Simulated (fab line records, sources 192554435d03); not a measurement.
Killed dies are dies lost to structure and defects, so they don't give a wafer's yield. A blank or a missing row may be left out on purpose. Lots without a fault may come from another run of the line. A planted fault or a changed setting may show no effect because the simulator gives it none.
One fault seen from 3 desks | flow n5_finfet | each desk has only its own numbers; what lay behind them comes last

THE METROLOGY DESK
What the gauges read, lot by lot, whatever tool the lot ran on: means of the sampled wafers that have a number. A lot is out of limits, marked OUT, if its mean lies more than 4 standard deviations from the usual mean; the brackets give that distance. Of its 12 readings 7 are shown: those that lie furthest out on some lot.
Columns: A = cd_nm at N5_SDB_CD_MEAS_11, usual 49.5 nm; B = SDB_OVL at N5_SDB_OVL_MEAS_12, usual -0.2 nm; C = ION_N at N5_BEOL_M4_RC_MEAS_101, usual 680 uA/um; D = SS_N at N5_BEOL_M4_RC_MEAS_101, usual 71.7 mV/dec; E = SS_P at N5_BEOL_M4_RC_MEAS_101, usual 73.6 mV/dec; F = VT_N at N5_BEOL_M4_RC_MEAS_101, usual 248.9 mV; G = VT_P at N5_BEOL_M4_RC_MEAS_101, usual -251 mV
lot  | first seen here | A    | B    | C   | D    | E    | F     | G
L771 | day 4 06:53     | 49.6 | -1.2 | 674 | 71.5 | 73.2 | 250.0 | -251
L772 | day 4 16:09     | 47.8 | 0.4  | 676 | 71.5 | 73.4 | 250.1 | -256
L782 | day 7 06:32     | 49.1 | -0.0 | 681 | 70.6 | 73.0 | 253.7 | -253
L783 | day 7 08:38     | 50.0 | -0.6 | 678 | 71.7 | 73.5 | 249.9 | -256
L786 | day 8 02:20     | 49.0 | -0.7 | 667 | 71.1 | 72.8 | 251.2 | -250
L792 | day 9 14:55     | 49.3 | -0.3 | 680 | 71.6 | 73.1 | 247.4 | -246
This desk's finding: nothing out of limits on any of the 6 lots.

THE DEFECT DESK
What the inspections along the route counted, lot by lot: means of the sampled wafers that have a number. A lot is out of limits, marked OUT, if its mean lies more than 4 standard deviations from the usual mean; the brackets give that distance.
Columns: A = raw_defect_count at N5_SDB_INSPECT_13, usual 84
lot  | first seen here | A
L771 | day 4 06:56     | 48
L772 | day 4 16:13     | 174
L782 | day 7 06:35     | 70
L783 | day 7 08:41     | 53
L786 | day 8 02:23     | 80
L792 | day 9 14:58     | 37
This desk's finding: nothing out of limits on any of the 6 lots.

THE TOOL OWNER'S DESK: rie_diel-01
The tool's own readings at N5_SDB_ETCH_25 (etches SiO2 in C4F6/O2, target depth 10 nm, time 3.3 s): means of the sampled wafers that have a number, for each lot that ran on this tool. A lot is out of limits, marked OUT, if its mean lies more than 4 standard deviations from the usual mean; the brackets give that distance.
Columns: A = drypump_motor_current_A at N5_SDB_ETCH_25, usual 5.6 A; B = oes_ar_750_au at N5_SDB_ETCH_25, usual 0.78 a.u.; C = oes_product_au at N5_SDB_ETCH_25, usual 0.78 a.u.; D = rf_fwd_power_W at N5_SDB_ETCH_25, usual 343.0 W; E = rf_vpp_V at N5_SDB_ETCH_25, usual 669 V; F = showerhead_plenum_p_Torr at N5_SDB_ETCH_25, usual 2.90 Torr; G = throttle_valve_pct at N5_SDB_ETCH_25, usual 21.28 %
lot  | first seen here | A   | B    | C    | D     | E   | F    | G
L772 | day 4 19:09     | 6.0 | 0.86 | 0.87 | 342.9 | 676 | 2.90 | 20.98
L783 | day 7 09:15     | 5.7 | 0.77 | 0.78 | 343.9 | 676 | 2.91 | 21.20
L786 | day 8 02:57     | 5.2 | 0.73 | 0.72 | -     | 678 | 2.96 | 21.32
This desk's finding: nothing out of limits on any of the 3 lots.

PUT TOGETHER
The metrology desk saw nothing out of limits.
The defect desk saw nothing out of limits.
The tool owner's desk saw nothing out of limits.

WHAT THE SIMULATOR HAD PUT IN
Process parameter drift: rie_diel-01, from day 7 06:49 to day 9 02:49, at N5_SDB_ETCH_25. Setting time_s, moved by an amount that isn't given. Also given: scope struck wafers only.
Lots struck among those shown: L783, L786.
